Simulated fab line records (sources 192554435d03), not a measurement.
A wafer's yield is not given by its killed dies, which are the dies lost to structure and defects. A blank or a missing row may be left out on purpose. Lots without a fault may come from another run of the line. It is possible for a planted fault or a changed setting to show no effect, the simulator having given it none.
Code-filled problem report in 8D (eight disciplines) form || flow n5_finfet || the parts of the form that need people (team, actions taken, sign-off) are left out

== 1. WHAT IS WRONG ==
Mean M0_RS at N5_BEOL_M0_RS_MEAS_126: 0.780 ohm/sq over 2 wafers in 2 lots; fault-free wafers: 0.539 ohm/sq, standard deviation 0.02. Relative to the usual mean, that is a shift of +12 standard deviations.
The step: measures by four-point-probe.
The first sign was on wafer L358.2 at day 11 05:34, on film_metro-02. The record holds 29 wafers of 10 lots with a number at this step. Rule for "out" (also "out of limits"): further than 4 standard deviations from the usual mean. The other wafers with a number count as sound.

== 2. WHAT THIS IS AND IS NOT ==
{"question": "which readings at this step", "is": "M0_RS", "is not": "-"}
{"question": "which lots", "is": "L358, L360", "is not": "L340, L341, L342, L345, L347, L348, L349, L351"}
{"question": "which wafers of those lots", "is": "L358.2, L360.6", "is not": "L358.4, L358.5, L360.3"}
{"question": "read on which gauges", "is": "film_metro-01, film_metro-02", "is not": "-"}
{"question": "when", "is": "from day 11 05:34", "is not": "up to then (26 sound wafers); but 1 sound wafer of L360 came after"}

== 3. SUSPECTS, AND WHAT RULES EACH OUT ==
Counting: if a tool at a process step up to the reading ran every lot that is out, it stays a suspect. Sound lots after the first of them don't rule it out here, since some wafers of a struck lot are sound.
- the gauge at N5_BEOL_M0_RS_MEAS_126: ruled out. Those wafers that are out were read across 2 gauges (film_metro-01, film_metro-02).
- pecvd-01 at N5_BEOL_M0_SAQP_ILD_DEP_01 (deposits SiOC from DEMS/O2, target thk 45.419 nm, time 8.7 s): kept. Ran every lot that is out, first one L358 (day 10 15:01); last sound lot up to then L351 (day 9 03:10).
- rtp_anneal-01 at N5_BEOL_M0_ANNEAL_119 (time 90 s): kept. Ran every lot that is out, first one L358 (day 11 04:45); last sound lot up to then L351 (day 9 13:41).
Remaining after the count are pecvd-01 at N5_BEOL_M0_SAQP_ILD_DEP_01 and rtp_anneal-01 at N5_BEOL_M0_ANNEAL_119.

== 4. THE CAUSE (what the simulator had put in) ==
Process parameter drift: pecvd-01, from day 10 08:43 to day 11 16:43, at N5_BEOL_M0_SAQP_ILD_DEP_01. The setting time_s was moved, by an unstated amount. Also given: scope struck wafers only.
Of the 2 suspects that counting leaves, this tool is one.

== 5. SEQUENCE OF EFFECTS, ordered by route ==
Rows list readings where the struck wafers' mean (over those with a number) sits beyond 3 standard deviations from the usual. Readings are gone through only where the record gives a usual standard deviation; hours: the median, over the lots, of the time from a lot's start at the first step in this table giving one to that lot's start at this step; sigmas: the change measured in usual standard deviations.
{"hours": 0, "step": "N5_BEOL_M0_RS_MEAS_126", "reading": "M0_RS", "usual": "0.539 ohm/sq", "on struck wafers": 0.780, "change": "+0.241", "sigmas": "+12"}
At these later measuring or inspecting steps, every struck wafer for which the step has a row has a number for every such reading, and none has moved that far: N5_BEOL_M4_RC_MEAS_101.

== 6. WHAT WOULD HAVE CAUGHT IT SOONER ==
In this record the first reading out of limits at a measuring or inspecting step was taken at day 11 05:34, 21 hours after the fault began at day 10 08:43.
An alarm limit of 4 standard deviations would not have fired on the tool readings at N5_BEOL_M0_SAQP_ILD_DEP_01 for which the record gives a usual standard deviation, since none of them was out on any struck wafer.
By day 11 05:34, every lot that is out (2) had started N5_BEOL_M0_SAQP_ILD_DEP_01 on pecvd-01. Holding the tool at that point would not have protected any of them.
